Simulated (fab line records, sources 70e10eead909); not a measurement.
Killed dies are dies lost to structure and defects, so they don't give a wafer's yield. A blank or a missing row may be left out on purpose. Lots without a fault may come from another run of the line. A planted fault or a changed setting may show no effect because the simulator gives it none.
Which tool did it? | flow nand_harc | 13 lots, 39 wafers sampled, at 6 steps of a route of 1302

WHAT THE GAUGES READ, wafer by wafer
NHARC_A_ONON_D2_THK_MEAS_21: measures by ellipsometry.
lot  | measured     | on            | thk_nm (nm)
L201 | day 12 19:31 | film_metro-02 | 1015 1014 1013
L203 | day 13 14:26 | film_metro-02 | 996 996 995
L204 | day 14 00:53 | film_metro-02 | 997 998 998
L208 | day 15 16:29 | film_metro-01 | 1000 999 999
L211 | day 17 02:21 | film_metro-01 | 1007 1007 1007
L213 | day 17 07:17 | film_metro-01 | 1011 1010 1010
L215 | day 19 07:56 | film_metro-01 | 992 995 994
L218 | day 20 02:33 | film_metro-02 | 997 996 995
L220 | day 20 12:43 | film_metro-01 | 1009 1009 1009
L219 | day 20 12:44 | film_metro-02 | 1005 1008 1006
L221 | day 21 01:25 | film_metro-01 | 1003 1003 1003
L224 | day 22 10:54 | film_metro-02 | 992 991 993
L223 | day 23 14:56 | film_metro-02 | 1005 1007 1007

NHARC_A_ONON_D2_THK_MEAS_27: measures by ellipsometry.
lot  | measured     | on            | thk_nm (nm)
L201 | day 12 20:40 | film_metro-02 | 976 978 977
L203 | day 13 15:34 | film_metro-01 | 1001 1001 999
L204 | day 14 02:01 | film_metro-01 | 1015 1015 1016
L208 | day 15 17:37 | film_metro-01 | 1426 1426 1428
L211 | day 17 03:29 | film_metro-01 | 1420 1417 1419
L213 | day 17 08:25 | film_metro-02 | 995 993 994
L215 | day 19 09:04 | film_metro-01 | 1013 1011 1012
L218 | day 20 03:41 | film_metro-01 | 1011 1011 1011
L220 | day 20 13:51 | film_metro-01 | 996 995 996
L219 | day 20 13:52 | film_metro-02 | 1004 1002 1003
L221 | day 21 02:32 | film_metro-02 | 1007 1008 1008
L224 | day 22 12:02 | film_metro-01 | 1008 1008 1007
L223 | day 23 16:04 | film_metro-01 | 997 996 996

NHARC_A_CHANNEL_HOLE_D2_CD_MEAS_10: target cd 100 nm.
lot  | measured     | on        | cd_nm (nm)
L201 | day 13 00:23 | cd_sem-01 | 100.1 100.2 100.2
L203 | day 13 19:21 | cd_sem-01 | 99.9 100.2 100.4
L204 | day 14 07:16 | cd_sem-02 | 100.4 100.8 100.6
L213 | day 17 14:35 | cd_sem-01 | 99.8 100.0 99.2
L215 | day 19 18:24 | cd_sem-02 | 99.9 99.4 99.2
L218 | day 20 07:59 | cd_sem-02 | 99.8 99.5 99.7
L220 | day 20 19:08 | cd_sem-03 | 100.0 100.0 99.9
L219 | day 20 19:17 | cd_sem-01 | 99.9 100.0 100.2
L221 | day 21 07:07 | cd_sem-03 | 100.3 99.6 100.3
L224 | day 22 16:32 | cd_sem-01 | 99.8 99.9 100.1
L223 | day 23 20:01 | cd_sem-03 | 100.1 99.2 99.6

NHARC_END_SORT_01.
lot  | measured     | on        | killed_at_array | killed_at_other | killed_at_periphery | killed_dies | killed_open | killed_short
L208 | day 27 20:07 | prober-02 | 667 671 669     | 2 1 1           | 8 5 7               | 677 677 677 | 8 4 2       | 3 3 2
L211 | day 28 07:02 | prober-01 | 672 668 670     | 1 1 0           | 4 8 7               | 677 677 677 | 2 2 2       | 2 2 2

WHICH TOOL RAN EACH LOT (tool, then ch and the chambers of the sampled wafers, then the start)
lot  | NHARC_A_ONON_D2_DEP_25           | NHARC_A_CHANNEL_HOLE_D2_DEP_01
L201 | pecvd_onon-04 ch 0, day 12 20:16 | pecvd-01 ch 1,2, day 12 23:47
L203 | pecvd_onon-04 ch 0, day 13 15:07 | pecvd-01 ch 0,1,2, day 13 18:38
L204 | pecvd_onon-01 ch 0, day 14 01:34 | pecvd-02 ch 0,1, day 14 06:33
L208 | pecvd_onon-04 ch 0, day 15 17:06 | -
L211 | pecvd_onon-04 ch 0, day 17 02:58 | -
L213 | pecvd_onon-02 ch 0, day 17 07:58 | pecvd-02 ch 0,2, day 17 13:59
L215 | pecvd_onon-02 ch 0, day 19 08:34 | pecvd-01 ch 0,1, day 19 17:43
L218 | pecvd_onon-02 ch 0, day 20 03:10 | pecvd-01 ch 0,1,2, day 20 07:16
L220 | pecvd_onon-01 ch 0, day 20 13:24 | pecvd-01 ch 0,1, day 20 18:24
L219 | pecvd_onon-02 ch 0, day 20 13:22 | pecvd-04 ch 0,1,2, day 20 18:34
L221 | pecvd_onon-02 ch 0, day 21 02:09 | pecvd-01 ch 1,2, day 21 06:25
L224 | pecvd_onon-04 ch 0, day 22 11:38 | pecvd-02 ch 0,1,2, day 22 15:59
L223 | pecvd_onon-04 ch 0, day 23 15:37 | pecvd-04 ch 0,1, day 23 19:18
- NHARC_A_ONON_D2_DEP_25: target thk 1000 nm.
- NHARC_A_CHANNEL_HOLE_D2_DEP_01: deposits SiON, target thk 140 nm.

WHAT THE TOOLS THEMSELVES READ (means of the sampled wafers that have a number; where no wafer has one, the mark that the record gives instead)
NHARC_A_ONON_D2_DEP_25.
lot  | tool          | n2o_flow_sccm (sccm) | susceptor_temp_C (C)
L201 | pecvd_onon-04 | 1999                 | 400.57
L203 | pecvd_onon-04 | 2000                 | 399.98
L204 | pecvd_onon-01 | 1995                 | 400.08
L208 | pecvd_onon-04 | 2002                 | 400.22
L211 | pecvd_onon-04 | 1997                 | 399.89
L213 | pecvd_onon-02 | 1997                 | 400.09
L215 | pecvd_onon-02 | 2005                 | 400.24
L218 | pecvd_onon-02 | 1999                 | 399.83
L220 | pecvd_onon-01 | 1998                 | 399.47
L219 | pecvd_onon-02 | 2004                 | 399.81
L221 | pecvd_onon-02 | 2008                 | 400.30
L224 | pecvd_onon-04 | 2000                 | 400.15
L223 | pecvd_onon-04 | 2001                 | 400.53

NHARC_A_CHANNEL_HOLE_D2_DEP_01.
lot  | tool     | heater_power_w (W) | susceptor_temp_C (C)
L201 | pecvd-01 | 736                | 400.18
L203 | pecvd-01 | 747                | 400.04
L204 | pecvd-02 | 896                | 400.26
L213 | pecvd-02 | 758                | 399.81
L215 | pecvd-01 | 674                | 399.95
L218 | pecvd-01 | 714                | 399.96
L220 | pecvd-01 | 684                | 400.12
L219 | pecvd-04 | 724                | 399.96
L221 | pecvd-01 | 716                | 399.87
L224 | pecvd-02 | 759                | 400.20
L223 | pecvd-04 | 710                | 399.79

THE ANSWER, worked out from the rows above alone
Rule: what is usual is taken from the lots themselves. Put in order of their means at a reading, lots are off if they are a third of the lots or fewer, leave a main group of 4 or more, and stand apart from it by a gap of 3 or more times the standard deviation of the main group's means; of several such gaps the widest counts. A main group whose means are all the same, to the digits that the tables above print for the reading, isn't used. A lot without any number at a reading at which 4 lots or more have one is off too. The other lots that the step has rows for count as sound. The gauges are gone through in route order, then the tools' own readings, and for those a lot's mean is taken as printed above. The first step at which some lot is off is used, and at that step the reading that is off furthest; a lot without a number counts as furthest.
Off: L208, L211, at NHARC_A_ONON_D2_THK_MEAS_27 (thk_nm). The main group: mean 1002 nm, standard deviation 10.
A tool fits if, at a process step before that reading, it ran every lot that is off, and no sound lot after the first of them. The gauges at NHARC_A_ONON_D2_THK_MEAS_27 are tried like those tools. None of those tried fits.

WHAT THE SIMULATOR HAD PUT IN
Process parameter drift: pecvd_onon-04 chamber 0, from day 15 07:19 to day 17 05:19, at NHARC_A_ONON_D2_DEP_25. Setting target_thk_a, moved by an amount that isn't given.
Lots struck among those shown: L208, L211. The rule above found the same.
